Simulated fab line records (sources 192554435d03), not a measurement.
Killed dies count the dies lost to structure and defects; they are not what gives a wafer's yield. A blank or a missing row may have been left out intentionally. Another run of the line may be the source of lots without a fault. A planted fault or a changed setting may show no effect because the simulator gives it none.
fab line records	flow n5Finfet	part 2 of 2: steps 16 to 25 of 25
record: lots: 5	wafers: 15	lastDay: 17
route steps=1938 shown BEOL_M5@1147
lots that met no fault: taken from a fault-free run of the same line
startH: hours from the record's first day to the start of the lot's first wafer shown	waitH: hours from the lot's prior step to this one	" unchanged from the row above	L1.1+2: a row that stands for several wafers	- value missing, or start not given	* or withheld: withheld	< > ~ a bound
route shown NAME@n: a module of which the file shows steps, and the number in the route of the first	usual: mean/standard deviation of fault-free wafers	same: alike in all rows	chamber/n: place in a boat	sites: per-site readings	_std_site: standard deviation across them	_edge_site: the outer-site mean with the inner-site mean subtracted	radiusMm: how far each site lies from the wafer's centre	mask NAME#n: copy n	behind: tool/chamber where the wafer was last shaped	hold: the reason the lot was held/the length of the hold in hours/how it ended	device: transistor that didn't switch, given as n, p or np	end of line: the route-end tests of the same wafers	for a step that has no rows: nothing shown but its recipe	killed: dies lost to structure and defects at the first sort, not the wafer's yield	map: per-die view of a wafer (x killed, . not killed, _ where there is no die)
set.NAME: the run value of the setting; set.NAME@STEP: its run value at that earlier step	model.NAME: the simulator's own value behind a step, which no gauge read
lots seen at some steps along the route; tables by step, rows by wafer
services: when a tool's chamber went out of use (startH, in hours from the record's first day, below 0 if earlier), for how many hours, and the reason
== steps ==
step: N5_BEOL_M5_STRIP_91
recipe: chemistry: N2/H2	timeS: 10	powerW: 450	tempC: 40	pressureMtorr: 20	rfFrequencyHz: 6e+07	biasPowerW: 7	n2FlowSccm: 200	h2FlowSccm: 200
usual: chamberPressureMTorr: 20.000/0.02	drypumpMotorCurrentA: 5.7/0.44	oesProductAu: 0.77/0.085	rfVppV: 59.1/0.88	showerheadPlenumPTorr: 2.56/0.082	throttleValvePct: 23.7/0.35
lot.wafer	tool	chamber	startH	waitH	chamberPressureMTorr	drypumpMotorCurrentA	oesProductAu	rfHoursCounterH	rfVppV	showerheadPlenumPTorr	throttleValvePct
L077.1	rieDiel-04	0	-	-	20.009	5.4	0.75	176	60.4	2.62	23.6
L077.2	"	1	"	"	19.999	5.4	0.70	229	58.8	2.62	24.5
L077.4	"	2	"	"	19.980	5.9	0.83	62	58.7	2.56	23.2
L080.2	rieDiel-06	1	-	-	20.026	5.5	0.77	135	58.2	2.36	23.8
L080.4	"	0	"	"	20.014	5.6	0.73	201	59.9	2.61	23.8
L080.6	"	0	"	"	19.988	5.6	0.74	-	58.4	2.61	23.8
L092.3	rieDiel-04	0	-	-	19.994	5.4	0.72	211	58.9	2.60	23.6
L092.4	"	2	"	"	19.997	5.9	0.80	-	59.1	2.55	23.3
L092.5	"	0	"	"	20.007	5.3	0.72	-	57.9	2.60	23.6
L094.2	rieDiel-06	0	-	-	20.009	5.7	0.71	227	59.2	2.60	23.8
L094.3	"	2	"	"	19.962	4.8	0.85	49	59.9	2.69	23.4
L094.4	"	1	"	"	20.032	5.6	0.75	162	59.6	2.35	23.8
L096.1	rieDiel-04	2	-	-	20.003	5.9	0.79	97	59.2	2.54	23.3
L096.4	"	3	"	"	19.989	6.0	0.90	16	58.9	2.59	23.2
L096.6	"	1	"	"	19.993	5.5	0.99	-	59.5	2.61	24.4
step: N5_BEOL_M5_OCD_MEAS_38
usual: trenchDepthNm: 71.2/1.3
lot.wafer	tool	chamber	startH	waitH	trenchDepthNm
L077.1	ocd-01	-	195.43	-	71.6
L077.2	"	-	"	"	71.3
L077.4	"	-	"	"	69.9
L080.2	ocd-01	-	207.78	-	71.4
L080.4	"	-	"	"	70.9
L080.6	"	-	"	"	70.4
L092.3	ocd-01	-	289.86	-	69.0
L092.4	"	-	"	"	69.1
L092.5	"	-	"	"	69.6
L094.2	ocd-02	-	296.87	-	69.9
L094.3	"	-	"	"	72.4
L094.4	"	-	"	"	71.4
L096.1	ocd-01	-	313.86	-	70.1
L096.4	"	-	"	"	70.9
L096.6	"	-	"	"	73.7
step: N5_BEOL_M5_HM_STRIP_39
recipe: chemistry: peroxideTinStrip	material: TiN	targetDepthA: 250	tempC: 50	timeS: 158
usual: bathHeatDutyPct: 7.3/0.77
lot.wafer	tool	chamber	startH	waitH	bathHeatDutyPct
L077.1	wetBench-05	1	195.47	0.0	7.8
L077.2	"	0	"	"	6.9
L077.4	"	3	"	"	6.7
L080.2	wetBench-04	4	207.81	0.0	8.6
L080.4	"	2	"	"	8.5
L080.6	"	6	"	"	8.0
L092.3	wetBench-05	6	289.89	0.0	7.8
L092.4	"	7	"	"	6.5
L092.5	"	2	"	"	7.7
L094.2	wetBench-05	5	296.90	0.0	6.4
L094.3	"	2	"	"	6.1
L094.4	"	7	"	"	6.3
L096.1	wetBench-02	5	313.90	0.0	7.0
L096.4	"	7	"	"	6.2
L096.6	"	6	"	"	7.0
step: N5_BEOL_M5_SRD_40
recipe: timeS: 30	tempC: 23	rinseLiquid: diw	dry: ipaMarangoni
usual: bathHeatDutyPct: 3.8/0.58
lot.wafer	tool	chamber	startH	waitH	bathHeatDutyPct
L077.1	wetBench-05	1	195.51	0.0	4.3
L077.2	"	0	"	"	3.7
L077.4	"	3	"	"	4.5
L080.2	wetBench-04	4	207.86	0.0	4.5
L080.4	"	2	"	"	4.0
L080.6	"	6	"	"	3.3
L092.3	wetBench-05	6	289.93	0.0	3.6
L092.4	"	7	"	"	2.6
L092.5	"	2	"	"	3.5
L094.2	wetBench-05	5	296.95	0.0	3.7
L094.3	"	2	"	"	3.5
L094.4	"	7	"	"	4.3
L096.1	wetBench-02	5	313.94	0.0	3.8
L096.4	"	7	"	"	3.7
L096.6	"	6	"	"	4.0
step: N5_BEOL_M5_PRECLEAN_42
recipe: chemistry: residueRemover	timeS: 60	tempC: 40
usual: bathHeatDutyPct: 4.8/0.59
lot.wafer	tool	chamber	startH	waitH	bathHeatDutyPct
L077.1	wetBench-05	1	195.53	0.0	4.8
L077.2	"	0	"	"	5.0
L077.4	"	3	"	"	4.3
L080.2	wetBench-04	4	207.88	0.0	5.1
L080.4	"	2	"	"	5.6
L080.6	"	6	"	"	5.3
L092.3	wetBench-05	6	289.95	0.0	4.0
L092.4	"	7	"	"	4.0
L092.5	"	2	"	"	4.6
L094.2	wetBench-05	5	296.96	0.0	5.2
L094.3	"	2	"	"	4.8
L094.4	"	7	"	"	3.8
L096.1	wetBench-02	5	313.96	0.0	4.0
L096.4	"	7	"	"	5.2
L096.6	"	6	"	"	4.9
step: N5_BEOL_M5_SRD_43
recipe: timeS: 30	tempC: 23	rinseLiquid: diw	dry: ipaMarangoni
usual: bathHeatDutyPct: 3.8/0.56
lot.wafer	tool	chamber	startH	waitH	bathHeatDutyPct
L077.1	wetBench-05	1	195.55	0.0	5.2
L077.2	"	0	"	"	2.9
L077.4	"	3	"	"	3.5
L080.2	wetBench-04	4	207.90	0.0	4.4
L080.4	"	2	"	"	3.9
L080.6	"	6	"	"	3.6
L092.3	wetBench-05	6	289.97	0.0	4.7
L092.4	"	7	"	"	3.4
L092.5	"	2	"	"	3.4
L094.2	wetBench-05	5	296.98	0.0	3.7
L094.3	"	2	"	"	3.1
L094.4	"	7	"	"	3.2
L096.1	wetBench-02	5	313.98	0.0	3.6
L096.4	"	7	"	"	5.0
L096.6	"	6	"	"	4.2
step: N5_BEOL_M5_CD_MEAS_35
recipe: targetCdNm: 28	targetCdYNm: 24	polarity: opening
usual: cdNm: 28.0/0.44
lot.wafer	tool	chamber	startH	waitH	cdNm
L077.1	cdSem-03	-	195.59	0.0	28.0
L077.2	"	-	"	"	27.7
L077.4	"	-	"	"	27.8
L080.2	cdSem-01	-	207.94	0.0	28.0
L080.4	"	-	"	"	28.2
L080.6	"	-	"	"	28.4
L092.3	cdSem-03	-	290.01	0.0	27.6
L092.4	"	-	"	"	28.1
L092.5	"	-	"	"	28.3
L094.2	cdSem-03	-	297.02	0.0	28.4
L094.3	"	-	"	"	28.1
L094.4	"	-	"	"	28.0
L096.1	cdSem-02	-	314.02	0.0	27.4
L096.4	"	-	"	"	28.2
L096.6	"	-	"	"	27.5
step: N5_BEOL_M5_CURE_80
recipe: tempC: 370	timeS: 120	ambient: DMADMS/He	material: SiCOH_lowk
usual: lampPowerPct: 52.31/0.047	wafer_temp_C_max: 371.9/0.61
lot.wafer	tool	chamber	startH	waitH	lampPowerPct	wafer_temp_C_max
L077.1	uvCure-01	1	195.63	0.0	52.24	371.1
L077.2	"	1	"	"	52.34	371.1
L077.4	"	1	"	"	52.28	371.3
L080.2	uvCure-03	0	208.09	0.1	52.24	372.1
L080.4	"	0	"	"	52.31	372.8
L080.6	"	0	"	"	52.32	372.2
L092.3	uvCure-02	0	290.15	0.1	52.32	373.0
L092.4	"	0	"	"	52.33	372.0
L092.5	"	0	"	"	52.26	371.6
L094.2	uvCure-02	0	297.11	0.1	52.21	371.6
L094.3	"	0	"	"	52.28	371.6
L094.4	"	0	"	"	52.35	371.8
L096.1	uvCure-02	1	314.08	0.1	52.38	371.8
L096.4	"	1	"	"	52.38	371.3
L096.6	"	1	"	"	52.32	370.8
step: N5_BEOL_M5_DEGAS_44
recipe: ambient: vacuum	tempC: 250	timeS: 60
usual: heaterPowerW: 333/38
lot.wafer	tool	chamber	startH	waitH	heaterPowerW
L077.1	pvdSputter-02	-	196.24	0.6	305
L077.2	"	-	"	"	362
L077.4	"	-	"	"	261
L080.2	pvdSputter-03	-	208.40	0.3	350
L080.4	"	-	"	"	351
L080.6	"	-	"	"	354
L092.3	pvdSputter-02	-	290.57	0.4	328
L092.4	"	-	"	"	313
L092.5	"	-	"	"	322
L094.2	pvdSputter-03	-	297.48	0.3	363
L094.3	"	-	"	"	346
L094.4	"	-	"	"	363
L096.1	pvdSputter-01	-	315.12	1.0	349
L096.4	"	-	"	"	391
L096.6	"	-	"	"	363
step: N5_BEOL_M5_PRE_CLEAN_45
recipe: gas: H2/He	timeS: 30	tempC: 250
usual: heaterPowerW: 333/39
lot.wafer	tool	chamber	startH	waitH	heaterPowerW
L077.1	pvdSputter-02	-	196.28	0.0	315
L077.2	"	-	"	"	353
L077.4	"	-	"	"	260
L080.2	pvdSputter-03	-	208.44	0.0	353
L080.4	"	-	"	"	363
L080.6	"	-	"	"	356
L092.3	pvdSputter-02	-	290.61	0.0	322
L092.4	"	-	"	"	305
L092.5	"	-	"	"	310
L094.2	pvdSputter-03	-	297.52	0.0	353
L094.3	"	-	"	"	332
L094.4	"	-	"	"	363
L096.1	pvdSputter-01	-	315.16	0.0	349
L096.4	"	-	"	"	384
L096.6	"	-	"	"	360
== services ==
tool	chamber	startH	hours	kind
uvCure-01	-	175.20	0.4	repair
wetBench-02	-	194.69	1.9	pm
lithoTrack-03	-	211.95	-	consumableReplace:filter
uvCure-02	-	213.58	11.4	repair
uvCure-03	-	219.99	14.6	pm
lithoTrack-04	-	222.54	-	consumableReplace:filter
uvCure-01	-	238.22	2.1	pm
rieDiel-06	3	242.81	-	clean
rieDiel-06	3	242.81	-	consumableReplace:focusRing
rieDiel-06	3	242.81	17.0	scheduledDown
rieDiel-06	3	242.81	17.0	ventCycle
rieDiel-04	3	251.21	-	clean
rieDiel-04	3	251.21	-	consumableReplace:focusRing
rieDiel-04	3	251.21	22.0	scheduledDown
rieDiel-04	3	251.21	22.0	ventCycle
pvdSputter-03	-	254.06	7.5	repair
uvCure-01	-	262.91	1.0	pm
rieDiel-04	1	273.24	-	clean
rieDiel-04	1	273.24	-	consumableReplace:focusRing
rieDiel-04	1	273.24	28.3	scheduledDown
rieDiel-04	1	273.24	28.3	ventCycle
uvCure-02	-	282.70	0.8	repair
rieDiel-06	0	287.07	4.0	repair
uvCure-02	-	290.68	1.0	pm
